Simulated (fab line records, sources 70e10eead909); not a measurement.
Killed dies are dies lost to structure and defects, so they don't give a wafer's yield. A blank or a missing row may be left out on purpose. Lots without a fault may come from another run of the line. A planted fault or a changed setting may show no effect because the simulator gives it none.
Chamber matching | flow nand_harc | NHARC_A_STAIRCASE_DESCUM_312 on rie_diel-09: 4 sister chambers
The step chemistry O2, time 3 s. 16 wafers are shown with their chamber, then 8 later ones without.

WAFERS WITH THEIR CHAMBER
wafer  | chamber | showerhead_plenum_p_Torr (Torr) | oes_product_au (a.u.) | rf_vpp_V (V)
L082.1 | 0       | 1.79                            | 0.987                 | 57.8
L082.4 | 1       | 1.95                            | 0.991                 | 59.0
L082.5 | 1       | 1.95                            | 0.998                 | 58.0
L081.3 | 2       | 1.91                            | 1.019                 | 58.1
L081.4 | 3       | 1.99                            | 1.015                 | 57.1
L081.5 | 3       | 1.99                            | 1.006                 | 57.6
L087.1 | 0       | 1.79                            | 1.009                 | 57.1
L087.3 | 3       | 1.99                            | 1.002                 | 57.1
L087.5 | 0       | 1.79                            | 1.012                 | 56.5
L088.4 | 1       | 1.94                            | 1.004                 | 56.4
L088.5 | 0       | 1.78                            | 1.006                 | 56.5
L088.6 | 3       | 1.98                            | 1.000                 | 58.4
L091.2 | 2       | 1.90                            | 1.013                 | 57.5
L091.4 | 1       | 1.94                            | 1.007                 | 58.4
L091.5 | 2       | 1.90                            | 1.019                 | 58.3
L092.2 | 1       | 1.94                            | 1.011                 | 58.4

SIGNATURES (means of the wafers above)
reading                  | chamber 0 | chamber 1 | chamber 2 | chamber 3 | scatter within a chamber
showerhead_plenum_p_Torr | 1.7875    | 1.9440    | 1.9033    | 1.9875    | 0.0053
oes_product_au           | 1.00350   | 1.00220   | 1.01700   | 1.00575   | 0.00809
rf_vpp_V                 | 56.975    | 58.040    | 57.967    | 57.550    | 0.736
Rule: a wafer's distance from a chamber is the root of the sum, over the readings, of the square of ((its reading less the chamber's mean) divided by the reading's scatter). The wafer belongs to the nearest chamber; if the next one is less than 2 further off, it can't be placed. The scatter: the root of (the sum of the squares of (reading less its chamber's mean) over the shown wafers, divided by (wafers less chambers)).

WAFERS WITHOUT THEIR CHAMBER
wafer  | showerhead_plenum_p_Torr (Torr) | oes_product_au (a.u.) | rf_vpp_V (V)
L092.5 | 1.94                            | 1.005                 | 57.1
L092.6 | 1.90                            | 1.002                 | 56.7
L093.4 | 1.98                            | 1.010                 | 58.4
L093.5 | 1.90                            | 1.029                 | 57.2
L093.6 | 1.98                            | 1.004                 | 59.0
L095.1 | 1.93                            | 1.003                 | 57.6
L095.2 | 1.98                            | 0.998                 | 58.1
L095.5 | 1.93                            | 1.007                 | 58.2

WHICH CHAMBER EACH WENT THROUGH
wafer  | from the rows above | in truth
L092.5 | 1                   | 1
L092.6 | 2                   | 2
L093.4 | 3                   | 3
L093.5 | 2                   | 2
L093.6 | 3                   | 3
L095.1 | 1                   | 1
L095.2 | 3                   | 3
L095.5 | 1                   | 1
Placed correctly: 8 of 8. Can't be placed from these rows: 0. Placed wrongly: 0.
